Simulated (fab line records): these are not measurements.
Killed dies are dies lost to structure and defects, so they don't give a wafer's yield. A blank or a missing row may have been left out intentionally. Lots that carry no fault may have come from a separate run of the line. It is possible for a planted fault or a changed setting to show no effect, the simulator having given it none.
Shared-tool check || flow nand_harc || Sampled: 2 lots, 6 wafers

## REASON FOR OPENING
On 2 of the 2 lots, a flag is raised at NHARC_END_SORT_01 on the reading killed_at_periphery. Wafers without a fault read 3.6, standard deviation 2.4.
Rule: flag the lot when none of its wafers has a number, or when each of its wafers that has one lies beyond 4 standard deviations from that mean. All remaining lots are regarded as sound.

{"lot": "L228", "measured": "day 29 10:19", "on": "prober-01", "killed_at_periphery, wafer by wafer": "67 31 63", "flag": "FLAGGED"}
{"lot": "L229", "measured": "day 29 18:07", "on": "prober-01", "killed_at_periphery, wafer by wafer": "74 30 29", "flag": "FLAGGED"}
The mean of the flagged lots' numbers is 49.0, +45.4 from the usual (+19 standard deviations).

## TOOL THAT RAN EACH LOT
Before the reading, the record contains 4 process steps out of a 1302-step route. Each cell gives the tool, then ch followed by the chambers the sampled wafers passed through, then the start.
{"lot": "L228", "flag": "FLAGGED", "NHARC_P_M2_PRE_CLEAN_32": "pecvd-02 ch 0,1, day 11 07:47", "NHARC_THIN_TSV_ETCH_15": "rie_si-06 ch 0,3, day 28 17:32", "NHARC_THIN_TSV_STRIP_45": "plasma_asher-02 ch 0,1, day 28 17:46", "NHARC_THIN_TSV_STRIP_56": "plasma_asher-02 ch 0,1, day 28 23:23"}
{"lot": "L229", "flag": "FLAGGED", "NHARC_P_M2_PRE_CLEAN_32": "pecvd-02 ch 0,1, day 11 11:06", "NHARC_THIN_TSV_ETCH_15": "rie_si-06 ch 0,3, day 28 22:52", "NHARC_THIN_TSV_STRIP_45": "plasma_asher-02 ch 0,1, day 28 23:05", "NHARC_THIN_TSV_STRIP_56": "plasma_asher-01 ch 0,1, day 29 04:33"}
What is done by these steps:
- NHARC_P_M2_PRE_CLEAN_32: time 12 s.
- NHARC_THIN_TSV_ETCH_15: target depth 3000 nm, bosch target overetch cycles 2, bosch etch step 2.8 s.
- NHARC_THIN_TSV_STRIP_45: strips in O2.
- NHARC_THIN_TSV_STRIP_56: strips in O2.
- NHARC_END_SORT_01

## FLAGGED AGAINST TOTAL, ONE TOOL AT A TIME (gauges that did the reading follow at the end)
{"step": "NHARC_P_M2_PRE_CLEAN_32", "tool": "pecvd-02", "lots run": 2, "flagged": 2, "share of the flagged lots": "all", "sound lots run after its first flagged lot": 0}
{"step": "NHARC_THIN_TSV_ETCH_15", "tool": "rie_si-06", "lots run": 2, "flagged": 2, "share of the flagged lots": "all", "sound lots run after its first flagged lot": 0}
{"step": "NHARC_THIN_TSV_STRIP_45", "tool": "plasma_asher-02", "lots run": 2, "flagged": 2, "share of the flagged lots": "all", "sound lots run after its first flagged lot": 0}
{"step": "NHARC_THIN_TSV_STRIP_56", "tool": "plasma_asher-01", "lots run": 1, "flagged": 1, "share of the flagged lots": "some", "sound lots run after its first flagged lot": 0}
{"step": "NHARC_THIN_TSV_STRIP_56", "tool": "plasma_asher-02", "lots run": 1, "flagged": 1, "share of the flagged lots": "some", "sound lots run after its first flagged lot": 0}
{"step": "NHARC_END_SORT_01", "tool": "prober-01", "lots run": 2, "flagged": 2, "share of the flagged lots": "all", "sound lots run after its first flagged lot": 0}

## WHAT THE TABLE ALLOWS
4 rows of the table ran every flagged lot: pecvd-02 at NHARC_P_M2_PRE_CLEAN_32, rie_si-06 at NHARC_THIN_TSV_ETCH_15, plasma_asher-02 at NHARC_THIN_TSV_STRIP_45, prober-01 at NHARC_END_SORT_01.
- pecvd-02 at NHARC_P_M2_PRE_CLEAN_32 ran 2 lots, 2 of them flagged. No sound lot ran on it before its first flagged lot in this sample; the start therefore can't be narrowed down.
- rie_si-06 at NHARC_THIN_TSV_ETCH_15 ran 2 lots, 2 of them flagged. No sound lot ran on it before its first flagged lot in this sample; the start therefore can't be narrowed down.
- plasma_asher-02 at NHARC_THIN_TSV_STRIP_45 ran 2 lots, 2 of them flagged. No sound lot ran on it before its first flagged lot in this sample; the start therefore can't be narrowed down.
- prober-01 at NHARC_END_SORT_01 ran 2 lots, 2 of them flagged. No sound lot ran on it before its first flagged lot in this sample; the start therefore can't be narrowed down.
Counting lots can't tell these 4 tools apart, because each fits a fault that began at some hour. More lots, or a look at what each step does to the wafer, might.

## WHAT THE SIMULATOR HAD PUT IN
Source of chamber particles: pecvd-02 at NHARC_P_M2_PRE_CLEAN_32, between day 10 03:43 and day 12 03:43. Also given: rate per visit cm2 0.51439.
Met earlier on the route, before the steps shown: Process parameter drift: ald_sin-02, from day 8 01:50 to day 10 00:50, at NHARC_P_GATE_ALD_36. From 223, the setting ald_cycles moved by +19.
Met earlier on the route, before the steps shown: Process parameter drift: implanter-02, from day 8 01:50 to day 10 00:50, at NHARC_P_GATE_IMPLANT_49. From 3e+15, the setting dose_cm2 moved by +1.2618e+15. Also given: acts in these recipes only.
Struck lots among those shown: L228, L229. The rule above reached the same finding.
